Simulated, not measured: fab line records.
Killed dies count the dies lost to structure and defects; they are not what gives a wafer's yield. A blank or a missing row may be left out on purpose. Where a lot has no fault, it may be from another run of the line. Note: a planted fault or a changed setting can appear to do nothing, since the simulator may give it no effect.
fab line records | flow nandHarc
[record] lots = 14 | wafers = 42 | lastDay = 33
route steps=1302 shown A_M0@1158 A_M1@1174 END@1302
lots that met no fault: from a run of the same line without faults
startH: hours from the record's opening day to when the first of the lot's shown wafers began | waitH: how many hours have passed since the lot's step before this one | " as in the row above | L1.1+2: a single row standing in for several wafers | - no value, or no start was given | * or withheld: withheld | < > ~ a bound
route shown NAME@n: a module of which the file shows steps, and the number in the route of the first | usual: mean/standard deviation of fault-free wafers | same: alike in all rows | chamber/n: place in a boat | sites: each site's reading | _std_site: the values' standard deviation | _edge_site: the outer-site mean with the inner-site mean subtracted | radiusMm: for every site, how far away it sits from the centre of the wafer | mask NAME#n: copy n | behind: tool/chamber where the wafer was last shaped | hold: why the lot was held/for how many hours/how that ended | device: whichever transistor did not switch (one of n, p or np) | end of line: the route-end tests of the same wafers | for a step that has no rows: nothing shown but its recipe | killed: the dies lost at the first sort to structure and to defects; this is not the yield of the wafer | map: a wafer's dies, x killed, . not, _ none there
set.NAME: the run value of the setting; set.NAME@STEP: its run value at that earlier step | model.NAME: the simulator's own value behind a step, which no gauge read
route steps across a sampled set of lots; one table per step, one row per wafer
services: from which hour (startH, from the record's first day; less than 0 if before it) a tool's chamber was out of use, for how many hours, and why
[[steps]]
[step NHARC_A_M0_PVD_20]
[recipe] targetThkA = 50 | biasV = 168.6 | powerW = 15000 | chamberPressurePa = 0.12 | timeS = 8.06 | substrateTempC = 50 | material = TaN
[usual] throttleValvePct = 29.6/0.84
lot.wafer | tool          | chamber | startH | waitH | throttleValvePct
L439.2    | pvdSputter-02 | -       | -      | -     | 30.1
L439.3    | "             | -       | "      | "     | 28.6
L439.1    | "             | -       | "      | "     | 30.2
L438.3    | pvdSputter-01 | -       | -      | -     | 30.8
L438.5    | "             | -       | "      | "     | 29.0
L438.6    | "             | -       | "      | "     | 30.9
L437.2    | pvdSputter-01 | -       | -      | -     | 31.0
L437.1    | "             | -       | "      | "     | 31.2
L437.5    | "             | -       | "      | "     | 28.8
L440.3    | pvdSputter-02 | -       | -      | -     | 30.6
L440.2    | "             | -       | "      | "     | 28.6
L440.6    | "             | -       | "      | "     | 30.5
L442.4    | pvdSputter-03 | -       | -      | -     | 28.6
L442.3    | "             | -       | "      | "     | 28.9
L442.5    | "             | -       | "      | "     | 30.1
L445.1    | pvdSputter-03 | -       | -      | -     | 28.8
L445.6    | "             | -       | "      | "     | 28.6
L445.5    | "             | -       | "      | "     | 29.4
L443.3    | pvdSputter-02 | -       | -      | -     | 30.5
L443.5    | "             | -       | "      | "     | 29.8
L443.6    | "             | -       | "      | "     | 28.6
L444.4    | pvdSputter-02 | -       | -      | -     | 30.8
L444.3    | "             | -       | "      | "     | 29.7
L444.1    | "             | -       | "      | "     | 28.7
L446.1    | pvdSputter-03 | -       | -      | -     | 30.3
L446.6    | "             | -       | "      | "     | 28.7
L446.5    | "             | -       | "      | "     | 29.5
L449.4    | pvdSputter-03 | -       | -      | -     | 29.7
L449.1    | "             | -       | "      | "     | 28.8
L449.5    | "             | -       | "      | "     | 29.3
L451.4    | pvdSputter-02 | -       | -      | -     | 29.5
L451.1    | "             | -       | "      | "     | 30.9
L451.5    | "             | -       | "      | "     | 30.1
L457.1    | pvdSputter-03 | -       | -      | -     | 28.3
L457.3    | "             | -       | "      | "     | 29.3
L457.4    | "             | -       | "      | "     | 29.3
L456.4    | pvdSputter-03 | -       | -      | -     | 29.0
L456.2    | "             | -       | "      | "     | 29.0
L456.6    | "             | -       | "      | "     | 28.3
L460.1    | pvdSputter-03 | -       | -      | -     | 29.2
L460.2    | "             | -       | "      | "     | 28.4
L460.5    | "             | -       | "      | "     | 29.2
[step NHARC_A_M0_PVD_21]
[recipe] targetThkA = 300 | chamberPressurePa = 5 | powerW = 5000 | substrateTempC = 30 | timeS = 20.49 | material = Cu
[usual] throttleValvePct = 29.5/0.88
lot.wafer | tool          | chamber | startH | waitH | throttleValvePct
L439.3    | pvdSputter-02 | -       | -      | -     | 28.5
L439.2    | "             | -       | "      | "     | 29.6
L439.1    | "             | -       | "      | "     | 30.4
L438.3    | pvdSputter-01 | -       | -      | -     | 30.7
L438.6    | "             | -       | "      | "     | 28.1
L438.5    | "             | -       | "      | "     | 31.3
L437.2    | pvdSputter-01 | -       | -      | -     | 31.1
L437.1    | "             | -       | "      | "     | 29.0
L437.5    | "             | -       | "      | "     | 31.3
L440.2    | pvdSputter-02 | -       | -      | -     | 28.5
L440.3    | "             | -       | "      | "     | 30.6
L440.6    | "             | -       | "      | "     | 28.4
L442.3    | pvdSputter-03 | -       | -      | -     | 28.6
L442.4    | "             | -       | "      | "     | 28.6
L442.5    | "             | -       | "      | "     | 28.9
L445.1    | pvdSputter-03 | -       | -      | -     | 29.6
L445.5    | "             | -       | "      | "     | 28.9
L445.6    | "             | -       | "      | "     | 28.5
L443.3    | pvdSputter-02 | -       | -      | -     | 29.9
L443.5    | "             | -       | "      | "     | 28.8
L443.6    | "             | -       | "      | "     | 29.6
L444.4    | pvdSputter-02 | -       | -      | -     | 28.4
L444.1    | "             | -       | "      | "     | 29.8
L444.3    | "             | -       | "      | "     | 30.7
L446.1    | pvdSputter-03 | -       | -      | -     | 29.6
L446.5    | "             | -       | "      | "     | 28.7
L446.6    | "             | -       | "      | "     | 28.7
L449.1    | pvdSputter-03 | -       | -      | -     | 30.4
L449.4    | "             | -       | "      | "     | 28.8
L449.5    | "             | -       | "      | "     | 29.4
L451.1    | pvdSputter-02 | -       | -      | -     | 30.8
L451.4    | "             | -       | "      | "     | 30.0
L451.5    | "             | -       | "      | "     | 30.5
L457.1    | pvdSputter-03 | -       | -      | -     | 28.8
L457.4    | "             | -       | "      | "     | 28.7
L457.3    | "             | -       | "      | "     | 28.4
L456.4    | pvdSputter-03 | -       | -      | -     | 28.6
L456.2    | "             | -       | "      | "     | 29.3
L456.6    | "             | -       | "      | "     | 28.7
L460.1    | pvdSputter-03 | -       | -      | -     | 29.1
L460.2    | "             | -       | "      | "     | 29.0
L460.5    | "             | -       | "      | "     | 28.8
[step NHARC_A_M1_SOFTBAKE_04]
[recipe] tempC = 105 | timeS = 55
[usual] heaterPowerTotalW = 188.45/0.14 | plateTempC = 104.97/0.14 | resistLineTempC = 22.99/0.096
lot.wafer | tool          | chamber | startH | waitH | heaterPowerTotalW | plateTempC | resistLineTempC
L439.1    | lithoTrack-01 | 0       | 535    | -     | 188.35            | 104.91     | 22.98
L439.2    | "             | 0       | "      | "     | 188.42            | 104.78     | 22.95
L439.3    | "             | 0       | "      | "     | 188.49            | 104.62     | 22.98
L438.3    | lithoTrack-01 | 0       | 535    | -     | 188.41            | 105.02     | 22.90
L438.5    | "             | 0       | "      | "     | 188.49            | 104.78     | 22.87
L438.6    | "             | 0       | "      | "     | 188.28            | 105.05     | 22.94
L437.1    | lithoTrack-06 | 0       | 537    | -     | 188.39            | 104.94     | 22.98
L437.2    | "             | 0       | "      | "     | 188.50            | 104.89     | 23.10
L437.5    | "             | 0       | "      | "     | 188.45            | 104.93     | 22.90
L440.2    | lithoTrack-06 | 0       | 550    | -     | 188.39            | 104.97     | 23.00
L440.3    | "             | 0       | "      | "     | 188.68            | 105.08     | 22.94
L440.6    | "             | 0       | "      | "     | 188.25            | 105.07     | 23.10
L442.3    | lithoTrack-04 | 0       | 586    | -     | 188.29            | 105.05     | 23.09
L442.4    | "             | 0       | "      | "     | 188.32            | 104.83     | 23.06
L442.5    | "             | 0       | "      | "     | 188.28            | 104.97     | 23.02
L445.1    | lithoTrack-06 | 0       | 592    | -     | 188.46            | 105.19     | 22.98
L445.5    | "             | 0       | "      | "     | 188.41            | 104.92     | 23.03
L445.6    | "             | 0       | "      | "     | 188.31            | 104.87     | 22.97
L443.3    | lithoTrack-01 | 0       | 595    | -     | 188.29            | 104.83     | 23.05
L443.5    | "             | 0       | "      | "     | 188.74            | 104.97     | 23.06
L443.6    | "             | 0       | "      | "     | 188.31            | 104.78     | 22.97
L444.1    | lithoTrack-01 | 0       | 623    | -     | 188.38            | 105.01     | 23.05
L444.3    | "             | 0       | "      | "     | 188.71            | 105.06     | 22.94
L444.4    | "             | 0       | "      | "     | 188.50            | 105.10     | 23.13
L446.1    | lithoTrack-06 | 0       | 624    | -     | 188.48            | 104.82     | 22.98
L446.5    | "             | 0       | "      | "     | 188.30            | 105.06     | 22.94
L446.6    | "             | 0       | "      | "     | 188.55            | 104.95     | 22.78
L449.1    | lithoTrack-06 | 0       | 648    | -     | 188.58            | 104.91     | 22.79
L449.4    | "             | 0       | "      | "     | 188.75            | 104.75     | 22.99
L449.5    | "             | 0       | "      | "     | 188.42            | 105.08     | 22.86
L451.1    | lithoTrack-04 | 0       | 667    | -     | 188.34            | 104.78     | 23.06
L451.4    | "             | 0       | "      | "     | 188.35            | 105.02     | 23.01
L451.5    | "             | 0       | "      | "     | 188.71            | 104.85     | 22.97
L457.1    | lithoTrack-04 | 0       | 722    | -     | 177.35            | 100.28     | 22.96
L457.3    | "             | 0       | "      | "     | 177.48            | 100.24     | 23.05
L457.4    | "             | 0       | "      | "     | 177.41            | 100.40     | 23.17
L456.2    | lithoTrack-04 | 0       | 724    | -     | 177.34            | 100.42     | 22.92
L456.4    | "             | 0       | "      | "     | 177.61            | 100.48     | 22.94
L456.6    | "             | 0       | "      | "     | 177.48            | 100.26     | 22.98
L460.1    | lithoTrack-06 | 0       | 763    | -     | 188.39            | 104.84     | 22.80
L460.2    | "             | 0       | "      | "     | 188.42            | 104.83     | 22.80
L460.5    | "             | 0       | "      | "     | 188.42            | 104.88     | 22.88
[step NHARC_A_M1_OVL_MEAS_10]
[recipe] pitchNm = 240
[usual] overlayXNm = -0.2/0.94 | overlayYNm = 0.0/0.9
lot.wafer | tool       | chamber | startH | waitH | overlayXNm | overlayYNm
L439.1    | overlay-01 | -       | 535.78 | -     | 2.5        | -1.0
L439.2    | "          | -       | "      | "     | 2.6        | -0.7
L439.3    | "          | -       | "      | "     | 2.7        | -0.3
L438.3    | overlay-02 | -       | 536.22 | -     | 0.6        | 0.2
L438.5    | "          | -       | "      | "     | 0.6        | 0.2
L438.6    | "          | -       | "      | "     | -0.1       | -0.3
L437.1    | overlay-01 | -       | 537.53 | -     | 0.4        | -0.4
L437.2    | "          | -       | "      | "     | 1.1        | -0.5
L437.5    | "          | -       | "      | "     | 0.5        | -0.4
L440.2    | overlay-01 | -       | 551.11 | -     | 0.2        | 0.7
L440.3    | "          | -       | "      | "     | 0.9        | 1.2
L440.6    | "          | -       | "      | "     | 0.3        | 1.3
L442.3    | overlay-02 | -       | 586.66 | -     | -0.7       | -1.3
L442.4    | "          | -       | "      | "     | -0.7       | -1.2
L442.5    | "          | -       | "      | "     | -1.1       | -1.1
L445.1    | overlay-02 | -       | 592.78 | -     | -1.6       | 0.6
L445.5    | "          | -       | "      | "     | -1.4       | 1.8
L445.6    | "          | -       | "      | "     | -1.0       | 0.8
L443.3    | overlay-01 | -       | 595.66 | -     | -1.6       | 0.0
L443.5    | "          | -       | "      | "     | -1.5       | 0.6
L443.6    | "          | -       | "      | "     | -1.4       | 0.7
L444.1    | overlay-02 | -       | 623.85 | -     | 0.7        | 0.6
L444.3    | "          | -       | "      | "     | 0.4        | 0.8
L444.4    | "          | -       | "      | "     | 0.1        | 0.4
L446.1    | overlay-02 | -       | 625.44 | -     | -0.3       | 0.0
L446.5    | "          | -       | "      | "     | -0.6       | 0.2
L446.6    | "          | -       | "      | "     | -0.1       | 0.1
L449.1    | overlay-01 | -       | 649.07 | -     | 0.1        | -0.2
L449.4    | "          | -       | "      | "     | 0.4        | -0.6
L449.5    | "          | -       | "      | "     | 0.4        | -0.7
L451.1    | overlay-02 | -       | 668.24 | -     | -0.4       | 0.8
L451.4    | "          | -       | "      | "     | -0.1       | 0.3
L451.5    | "          | -       | "      | "     | -0.1       | 0.3
L457.1    | overlay-02 | -       | 723.17 | -     | 0.2        | -0.4
L457.3    | "          | -       | "      | "     | 0.3        | -0.1
L457.4    | "          | -       | "      | "     | -0.1       | 0.2
L456.2    | overlay-02 | -       | 725.36 | -     | 0.9        | -0.5
L456.4    | "          | -       | "      | "     | 0.6        | -0.8
L456.6    | "          | -       | "      | "     | 1.0        | -1.2
L460.1    | overlay-01 | -       | 764.34 | -     | -0.4       | -1.2
L460.2    | "          | -       | "      | "     | -0.5       | -1.3
L460.5    | "          | -       | "      | "     | -0.4       | -1.2
[step NHARC_END_SORT_01]
[recipe] tempC = 25
[usual] defectLimitedYield = 91.2/2.6 | killedAtArray = 55/17 | killedAtOther = 1.1/1.6 | killedAtPeriphery = 3.8/2.5 | killedDies = 60/18 | killedOpen = 3.3/1.9 | killedShort = 2.5/1.7
[same] grossDies = 677
lot.wafer | tool      | chamber | startH | waitH | defectLimitedYield[%] | killedAtArray | killedAtOther | killedAtPeriphery | killedDies | killedOpen | killedShort
L439.1    | prober-02 | 0       | 572.46 | 2.5   | 89.2                  | 70            | 0             | 3                 | 73         | 4          | 2
L439.2    | prober-02 | 0       | 573.26 | 2.8   | 87.1                  | 84            | 0             | 3                 | 87         | 5          | 2
L439.3    | prober-02 | 0       | 574.05 | 3.1   | 90.1                  | 67            | 0             | 0                 | 67         | 3          | 1
L445.1    | prober-01 | 0       | 624.48 | 2.5   | 93.6                  | 39            | 0             | 4                 | 43         | 4          | 5
L445.5    | prober-01 | 0       | 627.64 | 3.7   | 94.4                  | 36            | 0             | 2                 | 38         | 3          | 1
L445.6    | prober-01 | 0       | 628.43 | 4.0   | 93.8                  | 39            | 0             | 3                 | 42         | 0          | 4
L449.1    | prober-02 | 0       | 686.86 | 2.5   | 87.9                  | 77            | 2             | 3                 | 82         | 5          | 7
L449.4    | prober-02 | 0       | 689.28 | 3.4   | 89.7                  | 65            | 0             | 5                 | 70         | 1          | 0
L449.5    | prober-02 | 0       | 690.09 | 3.7   | 90.1                  | 65            | 0             | 2                 | 67         | 1          | 3
L456.2    | prober-01 | 0       | 773.06 | 2.8   | 93.4                  | 40            | 1             | 4                 | 45         | 1          | 1
L456.4    | prober-01 | 0       | 774.67 | 3.4   | 93.4                  | 42            | 1             | 2                 | 45         | 3          | 2
L456.6    | prober-01 | 0       | 776.29 | 4.0   | 92.9                  | 44            | 1             | 3                 | 48         | 5          | 1
// killed by level:class
L439.1 A_CHANNEL_HOLE_D2:chamberFilmFlake=28 A_CHANNEL_HOLE_D1:chamberFilmFlake=25 A_CONTACT:chamberFilmFlake=9 P_CONTACT:geometricParticle:open=2 A_CHANNEL_FILL_D1:chamberFilmFlake=2 P_GATE:geometricParticle:open=1 A_ONON_D2:geometricParticle:short=1 A_CHANNEL_HOLE_D2:geometricParticle:short=1
L439.2 A_CHANNEL_HOLE_D1:chamberFilmFlake=40 A_CHANNEL_HOLE_D2:chamberFilmFlake=27 A_CONTACT:chamberFilmFlake=8 A_ZERO_WELL:chamberFilmFlake=2 P_M0:geometricParticle:open=1 P_M0:geometricParticle:short=1 A_CHANNEL_HOLE_D1:geometricParticle:open=1 A_DECK1_JOINT:geometricParticle:short=1
L439.3 A_CHANNEL_HOLE_D1:chamberFilmFlake=27 A_CHANNEL_HOLE_D2:chamberFilmFlake=20 A_CONTACT:chamberFilmFlake=12 A_SLIT:chamberFilmFlake=2 A_STAIRCASE:geometricParticle:open=1 A_WL_FILL:geometricParticle:open=1 A_CONTACT:geometricParticle:open=1 A_M1:geometricParticle:short=1
L445.1 A_CHANNEL_HOLE_D2:chamberFilmFlake=18 A_CHANNEL_HOLE_D1:chamberFilmFlake=3 A_STAIRCASE:chamberFilmFlake=3 A_CONTACT:chamberFilmFlake=2 A_M1:chamberFilmFlake=2 P_M0:geometricParticle:open=1 P_M1:geometricParticle:open=1 A_SOURCE_PLATE:geometricParticle:short=1
L445.5 A_CHANNEL_HOLE_D2:chamberFilmFlake=9 A_CONTACT:chamberFilmFlake=7 A_CHANNEL_HOLE_D1:chamberFilmFlake=6 A_M1:chamberFilmFlake=4 A_STAIRCASE:chamberFilmFlake=2 A_SLIT:chamberFilmFlake=2 P_M0:geometricParticle:open=1 P_M1:geometricParticle:open=1
L445.6 A_CHANNEL_HOLE_D2:chamberFilmFlake=8 A_CONTACT:chamberFilmFlake=8 A_CHANNEL_HOLE_D1:chamberFilmFlake=7 A_M1:chamberFilmFlake=5 A_BLC:chamberFilmFlake=3 A_STAIRCASE:chamberFilmFlake=2 A_SLIT:chamberFilmFlake=2 P_CONTACT:geometricParticle:short=1
L449.1 A_SLIT:chamberFilmFlake=33 A_CHANNEL_HOLE_D2:chamberFilmFlake=16 A_CONTACT:chamberFilmFlake=7 A_CHANNEL_HOLE_D1:chamberFilmFlake=6 A_ONON_D2:geometricParticle:open=2 A_WL_FILL:geometricParticle:short=2 A_SGD_CUT:chamberFilmFlake=2 THIN_TSV:chamberFilmFlake=2
L449.4 A_SLIT:chamberFilmFlake=34 A_CHANNEL_HOLE_D2:chamberFilmFlake=14 A_CONTACT:chamberFilmFlake=8 P_ZERO_WELL:chamberFilmFlake=4 A_M0:chamberFilmFlake=3 A_CHANNEL_FILL_D2:chamberFilmFlake=2 A_CONTACT:geometricParticle:open=1 P_CONTACT:chamberFilmFlake=1
L449.5 A_SLIT:chamberFilmFlake=30 A_CHANNEL_HOLE_D2:chamberFilmFlake=19 A_CHANNEL_HOLE_D1:chamberFilmFlake=4 A_SGD_CUT:chamberFilmFlake=3 A_STAIRCASE:chamberFilmFlake=2 A_CONTACT:chamberFilmFlake=2 A_ONON_D1:geometricParticle:short=1 A_CHANNEL_FILL_D1:geometricParticle:short=1
L456.2 A_SLIT:chamberFilmFlake=23 A_CHANNEL_HOLE_D1:chamberFilmFlake=11 P_GATE:chamberFilmFlake=2 A_WL_FILL:chamberFilmFlake=2 A_M0:chamberFilmFlake=2 P_CONTACT:geometricParticle:open=1 A_DECK1_JOINT:geometricParticle:short=1 P_CONTACT:chamberFilmFlake=1
L456.4 A_SLIT:chamberFilmFlake=23 A_CHANNEL_HOLE_D1:chamberFilmFlake=12 A_CHANNEL_FILL_D1:geometricParticle:open=1 A_DECK1_JOINT:geometricParticle:open=1 A_CHANNEL_FILL_D2:geometricParticle:open=1 A_BLC:geometricParticle:short=1 STARTING-WAFER:geometricParticle:short=1 P_GATE:chamberFilmFlake=1
L456.6 A_SLIT:chamberFilmFlake=27 A_CHANNEL_HOLE_D1:chamberFilmFlake=11 P_M1:geometricParticle:open=1 P_M2:geometricParticle:open=1 STARTING-WAFER:geometricParticle:open=1 A_WL_FILL:geometricParticle:short=1 A_WL_FILL:geometricParticle:open=1 A_CONTACT:geometricParticle:open=1
[[services]]
tool          | chamber | startH | hours | kind
pvdSputter-01 | -       | 514.06 | 2.0   | repair
pvdSputter-03 | -       | 528.59 | 10.0  | pm
lithoTrack-06 | -       | 529.00 | 7.0   | pm
lithoTrack-04 | -       | 553.00 | 7.0   | pm
pvdSputter-01 | -       | 582.00 | 10.0  | pm
pvdSputter-02 | -       | 602.72 | 1.9   | repair
pvdSputter-02 | -       | 638.04 | 10.0  | pm
lithoTrack-01 | -       | 680.00 | 7.0   | pm
lithoTrack-06 | -       | 704.00 | 7.0   | pm
pvdSputter-03 | -       | 706.59 | 10.0  | pm
pvdSputter-01 | -       | 713.55 | 1.3   | repair
pvdSputter-03 | -       | 717.21 | 0.5   | repair
lithoTrack-04 | -       | 728.00 | 7.0   | pm
pvdSputter-01 | -       | 760.00 | 10.0  | pm
[[key]]
[firstSign] step = NHARC_A_M1_SOFTBAKE_04 | reading = heaterPowerTotalW | direction = down | sigmas = 80 | usual = * | struck = *
[effect] step = NHARC_A_M1_SOFTBAKE_04 | reading = plateTempC | direction = down | sigmas = 33 | usual = * | struck = *
metAt NHARC_A_M1_SOFTBAKE_04
struckLots L456,L457
[loopTrim] step = NHARC_A_M1_EXPOSE_06 | setting = dose | lots = L456
notActingAt NHARC_A_M0_PVD_20,NHARC_A_M0_PVD_21,NHARC_A_M1_OVL_MEAS_10
onsetBetween 667 722
[fault] kind = processParameterDrift | tool = lithoTrack-04 | chamber = - | onsetH = 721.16 | steps = NHARC_A_M1_SOFTBAKE_04 | channel = tempC | offset = * | shape = step | endH = 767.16 | actsIn = * | stated = *
// loopTrim: a control loop set the setting to another value than it would have without faults
